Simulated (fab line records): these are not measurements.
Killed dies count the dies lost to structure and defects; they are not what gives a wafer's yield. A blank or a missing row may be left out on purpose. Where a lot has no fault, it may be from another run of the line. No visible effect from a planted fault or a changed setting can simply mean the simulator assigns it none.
Chamber matching + flow nand harc + NHARC_P_GATE_STRIP_108 on rie diel-08 has 4 sister chambers
The step strips in O2. 14 wafers are shown with their chamber, then 7 later ones without.

## WAFERS WITH THEIR CHAMBER
| wafer  | chamber | showerhead plenum p Torr (Torr) | drypump motor current A (A) | oes product au (a.u.) |
|--------|---------|---------------------------------|-----------------------------|-----------------------|
| L687.2 | 0       | 3.36                            | 5.9                         | 1.010                 |
| L687.3 | 1       | 3.35                            | 6.5                         | 0.974                 |
| L687.5 | 0       | 3.36                            | 5.9                         | 1.011                 |
| L692.4 | 2       | 3.31                            | 6.1                         | 0.992                 |
| L692.5 | 0       | 3.35                            | 5.9                         | 1.016                 |
| L692.6 | 3       | 3.51                            | 6.0                         | 0.996                 |
| L701.1 | 0       | 3.35                            | 5.8                         | 1.003                 |
| L701.4 | 2       | 3.30                            | 6.1                         | 1.010                 |
| L701.5 | 0       | 3.35                            | 5.9                         | 1.000                 |
| L702.3 | 1       | 3.34                            | 6.5                         | 0.982                 |
| L702.4 | 0       | 3.34                            | 5.9                         | 1.016                 |
| L702.5 | 3       | 3.49                            | 6.1                         | 1.008                 |
| L703.1 | 0       | 3.34                            | 5.8                         | 0.995                 |
| L703.3 | 2       | 3.30                            | 6.1                         | 1.004                 |

SIGNATURES (averages over the wafers above)
| reading                  | chamber 0 | chamber 1 | chamber 2 | chamber 3 | scatter within a chamber |
|--------------------------|-----------|-----------|-----------|-----------|--------------------------|
| showerhead plenum p Torr | 3.3500    | 3.3450    | 3.3033    | 3.5000    | 0.00847                  |
| drypump motor current A  | 5.871     | 6.500     | 6.100     | 6.050     | 0.0439                   |
| oes product au           | 1.00729   | 0.97800   | 1.00200   | 1.00200   | 0.00817                  |
Rule: for each reading, subtract the chamber's mean from the wafer's reading, divide by that reading's scatter and square the result; add these up over the readings and take the root, which gives the wafer's distance from the chamber. The wafer belongs to the nearest chamber; if the next one is less than 2 further off, it can't be placed. The scatter: the root of (the sum of the squares of (reading less its chamber's mean) over the shown wafers, divided by (wafers less chambers)).

## WAFERS WITHOUT THEIR CHAMBER
| wafer  | showerhead plenum p Torr (Torr) | drypump motor current A (A) | oes product au (a.u.) |
|--------|---------------------------------|-----------------------------|-----------------------|
| L703.5 | 3.30                            | 6.1                         | 1.000                 |
| L705.1 | 3.29                            | 6.1                         | 1.009                 |
| L705.2 | 3.34                            | 6.5                         | 0.999                 |
| L705.6 | 3.34                            | 5.8                         | 1.006                 |
| L707.1 | 3.34                            | 5.8                         | 1.001                 |
| L707.3 | 3.49                            | 6.0                         | 1.005                 |
| L707.6 | 3.34                            | 5.8                         | 1.012                 |

## EACH ONE'S CHAMBER
| wafer  | from the rows above | in truth |
|--------|---------------------|----------|
| L703.5 | 2                   | 2        |
| L705.1 | 2                   | 2        |
| L705.2 | 1                   | 1        |
| L705.6 | 0                   | 0        |
| L707.1 | 0                   | 0        |
| L707.3 | 3                   | 3        |
| L707.6 | 0                   | 0        |
Correct placement for 7 of the 7. Number that these rows cannot place: 0. Wrongly placed: 0.
